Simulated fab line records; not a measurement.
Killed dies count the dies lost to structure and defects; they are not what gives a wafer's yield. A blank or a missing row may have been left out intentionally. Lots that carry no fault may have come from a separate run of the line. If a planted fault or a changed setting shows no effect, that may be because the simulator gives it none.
fab line records :: flow nand-harc :: part 2 of 2: steps 20 to 29 of 29
record
  lots=5
  wafers=15
  last-day=23
route steps=1159 shown A_STAIRCASE@606
lots untouched by any fault: they come from a run of this same line in which no faults occurred
start-h: hours from the record's opening day to when the first of the lot's shown wafers began :: wait-h: how many hours have passed since the lot's step before this one :: " unchanged from the row above :: L1.1+2: several wafers, shown together as one row :: - no value, or no start given :: * or withheld: withheld :: < > ~ a bound
route shown NAME@n: a module of which the file shows steps, and the number in the route of the first :: usual: the fault-free wafers' mean and standard deviation :: same: alike in all rows :: chamber/n: place in a boat :: sites: the reading at each site :: _std_site: their standard deviation :: _edge_site: outer sites' mean less inner sites' :: radius-mm: how far each site lies from the wafer's centre :: mask NAME#n: copy n :: behind: tool/chamber where the wafer was last shaped :: hold: cause of the lot's hold/its duration in hours/its outcome :: device: which transistor (n, p or np) failed to switch :: end of line: the tests these same wafers got at the end of their route :: a step with no rows: only its recipe :: killed: dies that structure and defects cost at the first sort, which is not the same as the wafer's yield :: map: a wafer's dies, marking killed ones x, the rest . and places with no die _
set.NAME: the run value of the setting; set.NAME@STEP: its run value at that earlier step :: model.NAME: the simulator's own value behind a step, which no gauge read
lots at selected steps of the route; one table per step, one row per wafer
services: from which hour (start-h, from the record's first day; less than 0 if before it) a tool's chamber was out of use, for how many hours, and why
## steps
# step NHARC_A_STAIRCASE_TRIM_233
# recipe
  time-s=211.2
  o2-flow-sccm=500
  ar-flow-sccm=0
  bias-w=0
  chemistry=O2
# usual
  drypump-motor-current-A=5.7/0.37
  oes-product-au=1.004/0.0081
  rf-vpp-V=57.7/0.96
  showerhead-plenum-p-Torr=3.49/0.15
  throttle-valve-pct=17.035/0.0087
lot.wafer: L077.1
tool: rie-diel-01
chamber: 3
start-h: -
wait-h: -
drypump-motor-current-A: 5.6
oes-product-au: 1.004
rf-hours-counter-h: 45
rf-vpp-V: 56.2
showerhead-plenum-p-Torr: 3.56
throttle-valve-pct: 17.042

lot.wafer: L077.3
tool: rie-diel-01
chamber: 2
start-h: -
wait-h: -
drypump-motor-current-A: 6.3
oes-product-au: 1.005
rf-hours-counter-h: 44
rf-vpp-V: 58.4
showerhead-plenum-p-Torr: 3.63
throttle-valve-pct: 17.041

lot.wafer: L077.5
tool: rie-diel-01
chamber: 3
start-h: -
wait-h: -
drypump-motor-current-A: 5.5
oes-product-au: 0.997
rf-hours-counter-h: -
rf-vpp-V: 57.2
showerhead-plenum-p-Torr: 3.56
throttle-valve-pct: 17.044

lot.wafer: L080.1
tool: rie-diel-02
chamber: 0
start-h: -
wait-h: -
drypump-motor-current-A: 5.2
oes-product-au: 1.006
rf-hours-counter-h: 40
rf-vpp-V: 58.3
showerhead-plenum-p-Torr: 3.59
throttle-valve-pct: 17.040

lot.wafer: L080.2
tool: rie-diel-02
chamber: 1
start-h: -
wait-h: -
drypump-motor-current-A: 5.4
oes-product-au: 1.001
rf-hours-counter-h: 41
rf-vpp-V: 57.8
showerhead-plenum-p-Torr: 3.32
throttle-valve-pct: 17.035

lot.wafer: L080.6
tool: rie-diel-02
chamber: 0
start-h: -
wait-h: -
drypump-motor-current-A: 5.2
oes-product-au: 1.008
rf-hours-counter-h: -
rf-vpp-V: 58.9
showerhead-plenum-p-Torr: 3.59
throttle-valve-pct: 17.042

lot.wafer: L083.4
tool: rie-diel-02
chamber: 1
start-h: -
wait-h: -
drypump-motor-current-A: 5.4
oes-product-au: 1.006
rf-hours-counter-h: 54
rf-vpp-V: 57.4
showerhead-plenum-p-Torr: 3.31
throttle-valve-pct: 17.031

lot.wafer: L083.6
tool: rie-diel-02
chamber: 2
start-h: -
wait-h: -
drypump-motor-current-A: 5.8
oes-product-au: 0.999
rf-hours-counter-h: -
rf-vpp-V: 57.7
showerhead-plenum-p-Torr: 3.36
throttle-valve-pct: 17.042

lot.wafer: L083.5
tool: rie-diel-02
chamber: 3
start-h: -
wait-h: -
drypump-motor-current-A: 6.3
oes-product-au: 1.012
rf-hours-counter-h: -
rf-vpp-V: 57.1
showerhead-plenum-p-Torr: 3.71
throttle-valve-pct: 17.026

lot.wafer: L090.3
tool: rie-diel-13
chamber: 0
start-h: -
wait-h: -
drypump-motor-current-A: 5.5
oes-product-au: 1.011
rf-hours-counter-h: 25
rf-vpp-V: 57.8
showerhead-plenum-p-Torr: 3.50
throttle-valve-pct: 17.029

lot.wafer: L090.2
tool: rie-diel-13
chamber: 1
start-h: -
wait-h: -
drypump-motor-current-A: 6.3
oes-product-au: 1.014
rf-hours-counter-h: 28
rf-vpp-V: 57.5
showerhead-plenum-p-Torr: 3.34
throttle-valve-pct: 17.042

lot.wafer: L090.1
tool: rie-diel-13
chamber: 3
start-h: -
wait-h: -
drypump-motor-current-A: 5.4
oes-product-au: 1.004
rf-hours-counter-h: 25
rf-vpp-V: 57.3
showerhead-plenum-p-Torr: 3.45
throttle-valve-pct: 17.027

lot.wafer: L089.4
tool: rie-diel-01
chamber: 3
start-h: -
wait-h: -
drypump-motor-current-A: 5.6
oes-product-au: 1.004
rf-hours-counter-h: 10
rf-vpp-V: 58.2
showerhead-plenum-p-Torr: 3.54
throttle-valve-pct: 17.047

lot.wafer: L089.2
tool: rie-diel-01
chamber: 0
start-h: -
wait-h: -
drypump-motor-current-A: 5.4
oes-product-au: 1.003
rf-hours-counter-h: 9
rf-vpp-V: 57.5
showerhead-plenum-p-Torr: 3.34
throttle-valve-pct: 17.045

lot.wafer: L089.5
tool: rie-diel-01
chamber: 0
start-h: -
wait-h: -
drypump-motor-current-A: 5.4
oes-product-au: 1.007
rf-hours-counter-h: -
rf-vpp-V: 56.2
showerhead-plenum-p-Torr: 3.34
throttle-valve-pct: 17.035
# step NHARC_A_STAIRCASE_ETCH_234
# recipe
  target-depth-a=1000
  time-s=40.5
  ion-energy-ev=400
  c4f8-flow-sccm=20
  o2-flow-sccm=10
  ar-flow-sccm=withheld
  rf-w=600
  bias-w=1000
  chemistry=C4F8/O2
# usual
  oes-product-au=0.947/0.0095
  rf-fwd-power-W=593.0/2.6
  rf-vpp-V=894/5.5
lot.wafer: L077.3
tool: rie-diel-01
chamber: 2
start-h: -
wait-h: -
oes-product-au: 0.949
rf-fwd-power-W: 597.2
rf-hours-counter-h: 44
rf-vpp-V: 900

lot.wafer: L077.1
tool: rie-diel-01
chamber: 3
start-h: -
wait-h: -
oes-product-au: 0.941
rf-fwd-power-W: 593.6
rf-hours-counter-h: 45
rf-vpp-V: 897

lot.wafer: L077.5
tool: rie-diel-01
chamber: 0
start-h: -
wait-h: -
oes-product-au: 0.944
rf-fwd-power-W: 593.5
rf-hours-counter-h: -
rf-vpp-V: 890

lot.wafer: L080.2
tool: rie-diel-02
chamber: 3
start-h: -
wait-h: -
oes-product-au: 0.957
rf-fwd-power-W: 596.0
rf-hours-counter-h: 30
rf-vpp-V: 903

lot.wafer: L080.1
tool: rie-diel-02
chamber: 1
start-h: -
wait-h: -
oes-product-au: 0.946
rf-fwd-power-W: 592.4
rf-hours-counter-h: 41
rf-vpp-V: 889

lot.wafer: L080.6
tool: rie-diel-02
chamber: 0
start-h: -
wait-h: -
oes-product-au: 0.937
rf-fwd-power-W: 594.1
rf-hours-counter-h: -
rf-vpp-V: 897

lot.wafer: L083.4
tool: rie-diel-02
chamber: 1
start-h: -
wait-h: -
oes-product-au: 0.944
rf-fwd-power-W: 589.5
rf-hours-counter-h: 54
rf-vpp-V: 889

lot.wafer: L083.6
tool: rie-diel-02
chamber: 0
start-h: -
wait-h: -
oes-product-au: 0.947
rf-fwd-power-W: 596.4
rf-hours-counter-h: -
rf-vpp-V: 897

lot.wafer: L083.5
tool: rie-diel-02
chamber: 1
start-h: -
wait-h: -
oes-product-au: 0.949
rf-fwd-power-W: 592.6
rf-hours-counter-h: -
rf-vpp-V: 889

lot.wafer: L090.2
tool: rie-diel-13
chamber: 2
start-h: -
wait-h: -
oes-product-au: 0.967
rf-fwd-power-W: 591.7
rf-hours-counter-h: 26
rf-vpp-V: 906

lot.wafer: L090.3
tool: rie-diel-13
chamber: 0
start-h: -
wait-h: -
oes-product-au: 0.949
rf-fwd-power-W: 594.0
rf-hours-counter-h: 25
rf-vpp-V: 895

lot.wafer: L090.1
tool: rie-diel-13
chamber: 1
start-h: -
wait-h: -
oes-product-au: 0.951
rf-fwd-power-W: 593.3
rf-hours-counter-h: 28
rf-vpp-V: 889

lot.wafer: L089.2
tool: rie-diel-01
chamber: 1
start-h: -
wait-h: -
oes-product-au: 0.950
rf-fwd-power-W: 590.2
rf-hours-counter-h: 9
rf-vpp-V: 889

lot.wafer: L089.4
tool: rie-diel-01
chamber: 0
start-h: -
wait-h: -
oes-product-au: 0.940
rf-fwd-power-W: 595.2
rf-hours-counter-h: 9
rf-vpp-V: 889

lot.wafer: L089.5
tool: rie-diel-01
chamber: 1
start-h: -
wait-h: -
oes-product-au: 0.948
rf-fwd-power-W: 591.2
rf-hours-counter-h: -
rf-vpp-V: 891
# step NHARC_A_STAIRCASE_TRIM_235
# recipe
  time-s=211.2
  o2-flow-sccm=500
  ar-flow-sccm=0
  bias-w=0
  chemistry=O2
# usual
  drypump-motor-current-A=5.7/0.36
  oes-product-au=1.004/0.0081
  rf-vpp-V=57.6/0.9
  showerhead-plenum-p-Torr=3.48/0.15
  throttle-valve-pct=17.038/0.0096
lot.wafer: L077.1
tool: rie-diel-01
chamber: 1
start-h: -
wait-h: -
drypump-motor-current-A: 5.8
oes-product-au: 0.990
rf-hours-counter-h: 44
rf-vpp-V: 57.2
showerhead-plenum-p-Torr: 3.39
throttle-valve-pct: 17.043

lot.wafer: L077.3
tool: rie-diel-01
chamber: 3
start-h: -
wait-h: -
drypump-motor-current-A: 5.5
oes-product-au: 1.002
rf-hours-counter-h: 45
rf-vpp-V: 57.5
showerhead-plenum-p-Torr: 3.56
throttle-valve-pct: 17.055

lot.wafer: L077.5
tool: rie-diel-01
chamber: 1
start-h: -
wait-h: -
drypump-motor-current-A: 5.8
oes-product-au: 0.997
rf-hours-counter-h: -
rf-vpp-V: 57.7
showerhead-plenum-p-Torr: 3.39
throttle-valve-pct: 17.031

lot.wafer: L080.1
tool: rie-diel-02
chamber: 2
start-h: -
wait-h: -
drypump-motor-current-A: 5.9
oes-product-au: 0.989
rf-hours-counter-h: 41
rf-vpp-V: 57.2
showerhead-plenum-p-Torr: 3.37
throttle-valve-pct: 17.041

lot.wafer: L080.2
tool: rie-diel-02
chamber: 0
start-h: -
wait-h: -
drypump-motor-current-A: 5.2
oes-product-au: 0.999
rf-hours-counter-h: 41
rf-vpp-V: 57.4
showerhead-plenum-p-Torr: 3.59
throttle-valve-pct: 17.040

lot.wafer: L080.6
tool: rie-diel-02
chamber: 2
start-h: -
wait-h: -
drypump-motor-current-A: 5.8
oes-product-au: 0.988
rf-hours-counter-h: -
rf-vpp-V: 57.7
showerhead-plenum-p-Torr: 3.37
throttle-valve-pct: 17.046

lot.wafer: L083.4
tool: rie-diel-02
chamber: 1
start-h: -
wait-h: -
drypump-motor-current-A: 5.4
oes-product-au: 1.002
rf-hours-counter-h: 54
rf-vpp-V: 56.3
showerhead-plenum-p-Torr: 3.31
throttle-valve-pct: 17.053

lot.wafer: L083.6
tool: rie-diel-02
chamber: 3
start-h: -
wait-h: -
drypump-motor-current-A: 6.3
oes-product-au: 1.012
rf-hours-counter-h: -
rf-vpp-V: 57.7
showerhead-plenum-p-Torr: 3.71
throttle-valve-pct: 17.045

lot.wafer: L083.5
tool: rie-diel-02
chamber: 0
start-h: -
wait-h: -
drypump-motor-current-A: 5.3
oes-product-au: 0.996
rf-hours-counter-h: -
rf-vpp-V: 57.4
showerhead-plenum-p-Torr: 3.58
throttle-valve-pct: 17.033

lot.wafer: L090.1
tool: rie-diel-13
chamber: 1
start-h: -
wait-h: -
drypump-motor-current-A: 6.3
oes-product-au: 0.984
rf-hours-counter-h: 28
rf-vpp-V: 57.2
showerhead-plenum-p-Torr: 3.34
throttle-valve-pct: 17.031

lot.wafer: L090.3
tool: rie-diel-13
chamber: 2
start-h: -
wait-h: -
drypump-motor-current-A: 5.7
oes-product-au: 1.009
rf-hours-counter-h: 26
rf-vpp-V: 57.3
showerhead-plenum-p-Torr: 3.79
throttle-valve-pct: 17.031

lot.wafer: L090.2
tool: rie-diel-13
chamber: 3
start-h: -
wait-h: -
drypump-motor-current-A: 5.4
oes-product-au: 1.002
rf-hours-counter-h: 25
rf-vpp-V: 59.6
showerhead-plenum-p-Torr: 3.45
throttle-valve-pct: 17.039

lot.wafer: L089.4
tool: rie-diel-01
chamber: 1
start-h: -
wait-h: -
drypump-motor-current-A: 5.8
oes-product-au: 1.021
rf-hours-counter-h: 9
rf-vpp-V: 57.2
showerhead-plenum-p-Torr: 3.37
throttle-valve-pct: 17.029

lot.wafer: L089.2
tool: rie-diel-01
chamber: 3
start-h: -
wait-h: -
drypump-motor-current-A: 5.5
oes-product-au: 1.002
rf-hours-counter-h: 10
rf-vpp-V: 58.4
showerhead-plenum-p-Torr: 3.54
throttle-valve-pct: 17.041

lot.wafer: L089.5
tool: rie-diel-01
chamber: 2
start-h: -
wait-h: -
drypump-motor-current-A: 6.3
oes-product-au: 1.010
rf-hours-counter-h: -
rf-vpp-V: 57.8
showerhead-plenum-p-Torr: 3.62
throttle-valve-pct: 17.039
# step NHARC_A_STAIRCASE_ETCH_236
# recipe
  target-depth-a=1000
  time-s=40.5
  ion-energy-ev=400
  c4f8-flow-sccm=20
  o2-flow-sccm=10
  ar-flow-sccm=withheld
  rf-w=600
  bias-w=1000
  chemistry=C4F8/O2
# usual
  oes-product-au=0.945/0.012
  rf-fwd-power-W=593.1/2.8
  rf-vpp-V=894/5.3
lot.wafer: L077.1
tool: rie-diel-01
chamber: 1
start-h: -
wait-h: -
oes-product-au: 0.924
rf-fwd-power-W: 590.1
rf-hours-counter-h: 44
rf-vpp-V: 891

lot.wafer: L077.3
tool: rie-diel-01
chamber: 2
start-h: -
wait-h: -
oes-product-au: 0.948
rf-fwd-power-W: 589.3
rf-hours-counter-h: 45
rf-vpp-V: 899

lot.wafer: L077.5
tool: rie-diel-01
chamber: 2
start-h: -
wait-h: -
oes-product-au: 0.946
rf-fwd-power-W: 596.2
rf-hours-counter-h: -
rf-vpp-V: 900

lot.wafer: L080.1
tool: rie-diel-02
chamber: 0
start-h: -
wait-h: -
oes-product-au: 0.951
rf-fwd-power-W: 594.4
rf-hours-counter-h: 41
rf-vpp-V: 899

lot.wafer: L080.2
tool: rie-diel-02
chamber: 1
start-h: -
wait-h: -
oes-product-au: 0.945
rf-fwd-power-W: 589.4
rf-hours-counter-h: 42
rf-vpp-V: 889

lot.wafer: L080.6
tool: rie-diel-02
chamber: 2
start-h: -
wait-h: -
oes-product-au: 0.941
rf-fwd-power-W: 598.6
rf-hours-counter-h: -
rf-vpp-V: 890

lot.wafer: L083.4
tool: rie-diel-02
chamber: 2
start-h: -
wait-h: -
oes-product-au: 0.939
rf-fwd-power-W: 597.1
rf-hours-counter-h: 53
rf-vpp-V: 890

lot.wafer: L083.5
tool: rie-diel-02
chamber: 2
start-h: -
wait-h: -
oes-product-au: 0.928
rf-fwd-power-W: 597.2
rf-hours-counter-h: -
rf-vpp-V: 889

lot.wafer: L083.6
tool: rie-diel-02
chamber: 3
start-h: -
wait-h: -
oes-product-au: 0.952
rf-fwd-power-W: 596.1
rf-hours-counter-h: -
rf-vpp-V: 903

lot.wafer: L090.3
tool: rie-diel-13
chamber: 3
start-h: -
wait-h: -
oes-product-au: 0.953
rf-fwd-power-W: 588.9
rf-hours-counter-h: 25
rf-vpp-V: 893

lot.wafer: L090.2
tool: rie-diel-13
chamber: 0
start-h: -
wait-h: -
oes-product-au: 0.951
rf-fwd-power-W: 590.6
rf-hours-counter-h: 25
rf-vpp-V: 895

lot.wafer: L090.1
tool: rie-diel-13
chamber: 2
start-h: -
wait-h: -
oes-product-au: 0.953
rf-fwd-power-W: 589.7
rf-hours-counter-h: 26
rf-vpp-V: 907

lot.wafer: L089.4
tool: rie-diel-01
chamber: 3
start-h: -
wait-h: -
oes-product-au: 0.950
rf-fwd-power-W: 590.8
rf-hours-counter-h: 10
rf-vpp-V: 897

lot.wafer: L089.2
tool: rie-diel-01
chamber: 0
start-h: -
wait-h: -
oes-product-au: 0.948
rf-fwd-power-W: 595.7
rf-hours-counter-h: 9
rf-vpp-V: 890

lot.wafer: L089.5
tool: rie-diel-01
chamber: 2
start-h: -
wait-h: -
oes-product-au: 0.961
rf-fwd-power-W: 594.2
rf-hours-counter-h: -
rf-vpp-V: 899
# step NHARC_A_STAIRCASE_STRIP_238
# recipe
  power-w=1500
  temp-c=250
  chemistry=O2
# usual
  drypump-motor-current-A=6.1/0.52
  heater-power-w=332/22
lot.wafer: L077.1
tool: plasma-asher-01
chamber: 0
start-h: 264.19
wait-h: 0.1
drypump-motor-current-A: 6.8
heater-power-w: 285
rf-hours-counter-h: 56

lot.wafer: L077.3
tool: plasma-asher-01
chamber: 0
start-h: 264.19
wait-h: 0.1
drypump-motor-current-A: 6.8
heater-power-w: 288
rf-hours-counter-h: -

lot.wafer: L077.5
tool: plasma-asher-01
chamber: 1
start-h: 264.19
wait-h: 0.1
drypump-motor-current-A: 5.5
heater-power-w: 364
rf-hours-counter-h: -

lot.wafer: L080.2
tool: plasma-asher-01
chamber: 0
start-h: 273.66
wait-h: 0.1
drypump-motor-current-A: 6.7
heater-power-w: 289
rf-hours-counter-h: 58

lot.wafer: L080.1
tool: plasma-asher-01
chamber: 1
start-h: 273.66
wait-h: 0.1
drypump-motor-current-A: 5.5
heater-power-w: 366
rf-hours-counter-h: 58

lot.wafer: L080.6
tool: plasma-asher-01
chamber: 0
start-h: 273.66
wait-h: 0.1
drypump-motor-current-A: 6.8
heater-power-w: 285
rf-hours-counter-h: -

lot.wafer: L083.4
tool: plasma-asher-01
chamber: 1
start-h: 307.12
wait-h: 0.2
drypump-motor-current-A: 5.5
heater-power-w: 373
rf-hours-counter-h: -

lot.wafer: L083.5
tool: plasma-asher-01
chamber: 0
start-h: 307.12
wait-h: 0.2
drypump-motor-current-A: 6.7
heater-power-w: 305
rf-hours-counter-h: -

lot.wafer: L083.6
tool: plasma-asher-01
chamber: 1
start-h: 307.12
wait-h: 0.2
drypump-motor-current-A: 5.5
heater-power-w: 366
rf-hours-counter-h: -

lot.wafer: L090.1
tool: plasma-asher-02
chamber: 0
start-h: 345.33
wait-h: 0.1
drypump-motor-current-A: 6.5
heater-power-w: 339
rf-hours-counter-h: 54

lot.wafer: L090.2
tool: plasma-asher-02
chamber: 1
start-h: 345.33
wait-h: 0.1
drypump-motor-current-A: 5.6
heater-power-w: 329
rf-hours-counter-h: 54

lot.wafer: L090.3
tool: plasma-asher-02
chamber: 0
start-h: 345.33
wait-h: 0.1
drypump-motor-current-A: 6.5
heater-power-w: 338
rf-hours-counter-h: -

lot.wafer: L089.2
tool: plasma-asher-02
chamber: 0
start-h: 346.06
wait-h: 0.1
drypump-motor-current-A: 6.5
heater-power-w: 341
rf-hours-counter-h: 55

lot.wafer: L089.4
tool: plasma-asher-02
chamber: 1
start-h: 346.06
wait-h: 0.1
drypump-motor-current-A: 5.6
heater-power-w: 329
rf-hours-counter-h: -

lot.wafer: L089.5
tool: plasma-asher-02
chamber: 1
start-h: 346.06
wait-h: 0.1
drypump-motor-current-A: 5.6
heater-power-w: 337
rf-hours-counter-h: -
# step NHARC_A_STAIRCASE_STRIP_239
# recipe
  time-s=900
  temp-c=130
  chemistry=SPM
lot.wafer: L077.3+1+5
tool: wet-bench-04
chamber: 0,1,5
start-h: 264.49
wait-h: 0.2

lot.wafer: L080.2+1+6
tool: wet-bench-03
chamber: 6,7,0
start-h: 274.02
wait-h: 0.3

lot.wafer: L083.6+4+5
tool: wet-bench-04
chamber: 5,0,1
start-h: 307.33
wait-h: 0.1

lot.wafer: L090.3+2+1
tool: wet-bench-01
chamber: 5,0,1
start-h: 345.68
wait-h: 0.2

lot.wafer: L089.5+4+2
tool: wet-bench-01
chamber: 5,0,2
start-h: 346.36
wait-h: 0.1
# step NHARC_A_STAIRCASE_PRECLEAN_240
# recipe
  time-s=*
  temp-c=50
  bath-age-min=0
  chemistry=SC1
lot.wafer: L077.3+1+5
tool: wet-bench-04
chamber: 0,1,5
start-h: -
wait-h: -

lot.wafer: L080.2+1+6
tool: wet-bench-03
chamber: 6,7,0
start-h: -
wait-h: -

lot.wafer: L083.6+4+5
tool: wet-bench-04
chamber: 5,0,1
start-h: -
wait-h: -

lot.wafer: L090.3+2+1
tool: wet-bench-01
chamber: 5,0,1
start-h: -
wait-h: -

lot.wafer: L089.5+4+2
tool: wet-bench-01
chamber: 5,0,2
start-h: -
wait-h: -
# step NHARC_A_STAIRCASE_SRD_241
lot.wafer: L077.3+1+5
tool: wet-bench-04
chamber: 0,1,5
start-h: -
wait-h: -

lot.wafer: L080.2+1+6
tool: wet-bench-03
chamber: 6,7,0
start-h: -
wait-h: -

lot.wafer: L083.6+4+5
tool: wet-bench-04
chamber: 5,0,1
start-h: -
wait-h: -

lot.wafer: L090.3+2+1
tool: wet-bench-01
chamber: 5,0,1
start-h: -
wait-h: -

lot.wafer: L089.5+4+2
tool: wet-bench-01
chamber: 5,0,2
start-h: -
wait-h: -
# step NHARC_A_STAIRCASE_DEHYDRATE_242
# recipe
  temp-c=150
  time-s=120
lot.wafer: L077.1+3+5
tool: litho-track-03
chamber: 0
start-h: 264.95
wait-h: -

lot.wafer: L080.1+2+6
tool: litho-track-07
chamber: 0
start-h: 274.46
wait-h: -

lot.wafer: L083.4+5+6
tool: litho-track-05
chamber: 0
start-h: 307.81
wait-h: -

lot.wafer: L090.1+2+3
tool: litho-track-03
chamber: 0
start-h: 346.13
wait-h: -

lot.wafer: L089.2+4+5
tool: litho-track-07
chamber: 0
start-h: 346.82
wait-h: -
# step NHARC_A_STAIRCASE_HMDS_243
# recipe
  time-s=30
lot.wafer: L077.1+3+5
tool: litho-track-03
chamber: 0
start-h: -
wait-h: -

lot.wafer: L080.1+2+6
tool: litho-track-07
chamber: 0
start-h: -
wait-h: -

lot.wafer: L083.4+5+6
tool: litho-track-05
chamber: 0
start-h: -
wait-h: -

lot.wafer: L090.1+2+3
tool: litho-track-03
chamber: 0
start-h: -
wait-h: -

lot.wafer: L089.2+4+5
tool: litho-track-07
chamber: 0
start-h: -
wait-h: -
## services
tool: litho-track-05
chamber: -
start-h: 237.00
hours: 7.0
kind: pm

tool: rie-diel-01
chamber: 3
start-h: 237.65
hours: 6.5
kind: repair

tool: rie-diel-02
chamber: 3
start-h: 242.74
hours: 16.8
kind: repair

tool: krf-scanner-02
chamber: -
start-h: 243.20
hours: 0.2
kind: repair

tool: rie-diel-01
chamber: 0
start-h: 244.98
hours: -
kind: clean

tool: rie-diel-01
chamber: 1
start-h: 244.98
hours: -
kind: clean

tool: rie-diel-01
chamber: 2
start-h: 244.98
hours: -
kind: clean

tool: rie-diel-01
chamber: 3
start-h: 244.98
hours: -
kind: clean

tool: rie-diel-13
chamber: 3
start-h: 247.91
hours: 3.9
kind: repair

tool: krf-scanner-01
chamber: -
start-h: 256.00
hours: 4.0
kind: pm

tool: rie-diel-02
chamber: 0
start-h: 258.17
hours: -
kind: clean

tool: rie-diel-02
chamber: 1
start-h: 258.17
hours: -
kind: clean

tool: rie-diel-02
chamber: 2
start-h: 258.17
hours: -
kind: clean

tool: krf-scanner-01
chamber: -
start-h: 267.45
hours: 1.3
kind: repair

tool: rie-diel-01
chamber: 0
start-h: 269.48
hours: -
kind: clean

tool: plasma-asher-01
chamber: -
start-h: 276.00
hours: 9.0
kind: pm

tool: rie-diel-13
chamber: -
start-h: 276.04
hours: 9.0
kind: pm

tool: rie-diel-13
chamber: 0
start-h: 298.36
hours: 4.0
kind: repair

tool: rie-diel-01
chamber: -
start-h: 314.80
hours: 9.0
kind: pm

tool: wet-bench-03
chamber: -
start-h: 322.40
hours: 8.0
kind: pm

tool: rie-diel-02
chamber: -
start-h: 328.15
hours: 9.0
kind: pm

tool: wet-bench-04
chamber: -
start-h: 339.20
hours: 8.0
kind: pm

tool: rie-diel-01
chamber: 2
start-h: 339.55
hours: 1.5
kind: repair

tool: rie-diel-13
chamber: -
start-h: 346.60
hours: 0.4
kind: repair
